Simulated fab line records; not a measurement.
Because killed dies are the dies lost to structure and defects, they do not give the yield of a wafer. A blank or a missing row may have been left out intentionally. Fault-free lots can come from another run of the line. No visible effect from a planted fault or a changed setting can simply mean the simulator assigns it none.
Chamber matching    flow nand-harc    4 sister chambers for NHARC_P_M2_DESCUM_14 on rie-diel-04
The step chemistry O2, time 3 s. 18 wafers are shown with their chamber, then 9 later ones without.

WAFERS WITH THEIR CHAMBER
wafer   chamber  drypump-motor-current-A (A)  showerhead-plenum-p-Torr (Torr)  oes-product-au (a.u.)
L344.2  1        5.0                          1.91                             1.006
L344.3  3        5.5                          1.94                             0.998
L344.4  2        6.7                          1.99                             1.003
L346.4  1        5.1                          1.91                             1.007
L346.5  3        5.6                          1.94                             0.993
L346.6  2        6.7                          1.99                             1.004
L349.1  2        6.7                          1.99                             0.998
L349.3  0        6.0                          1.92                             0.988
L349.4  1        5.1                          1.91                             0.999
L353.2  2        6.7                          1.99                             1.007
L353.4  3        5.6                          1.94                             1.004
L353.6  2        6.7                          1.99                             1.001
L359.1  2        6.7                          1.99                             0.997
L359.5  2        6.7                          1.99                             1.000
L359.6  0        6.0                          1.92                             1.001
L362.1  0        6.0                          1.91                             1.001
L362.2  3        5.6                          1.93                             1.000
L362.6  3        5.6                          1.93                             0.997

SIGNATURES (means of the wafers above)
reading                   chamber 0  chamber 1  chamber 2  chamber 3  scatter within a chamber
drypump-motor-current-A   6.000      5.067      6.700      5.580      0.0324
showerhead-plenum-p-Torr  1.9167     1.9100     1.9900     1.9360     0.00365
oes-product-au            0.99667    1.00400    1.00143    0.99840    0.00455
Rule: distance of a wafer from a chamber = root of the sum over the readings of ((wafer's reading minus chamber's mean) / reading's scatter) squared. The wafer belongs to the nearest chamber; if the next one is less than 2 further off, it can't be placed. The scatter: take each reading less its chamber's mean, square it, sum over the shown wafers, divide by the number of wafers less the number of chambers, and take the root.

WAFERS WITHOUT THEIR CHAMBER
wafer   drypump-motor-current-A (A)  showerhead-plenum-p-Torr (Torr)  oes-product-au (a.u.)
L363.1  5.5                          1.93                             1.003
L363.2  6.7                          1.99                             1.002
L363.3  5.1                          1.91                             1.005
L365.3  5.6                          1.93                             0.988
L365.4  6.7                          1.98                             1.016
L365.6  6.1                          1.91                             0.998
L364.2  6.1                          1.91                             0.979
L364.5  6.1                          1.91                             0.977
L364.6  5.6                          1.93                             0.989

WHICH CHAMBER EACH ONE RAN IN
wafer   from the rows above  in truth
L363.1  3                    3
L363.2  2                    2
L363.3  1                    1
L365.3  3                    3
L365.4  2                    2
L365.6  0                    0
L364.2  0                    0
L364.5  0                    0
L364.6  3                    3
9 of 9 placed correctly. Can't be placed from these rows: 0. Placed wrongly: 0.
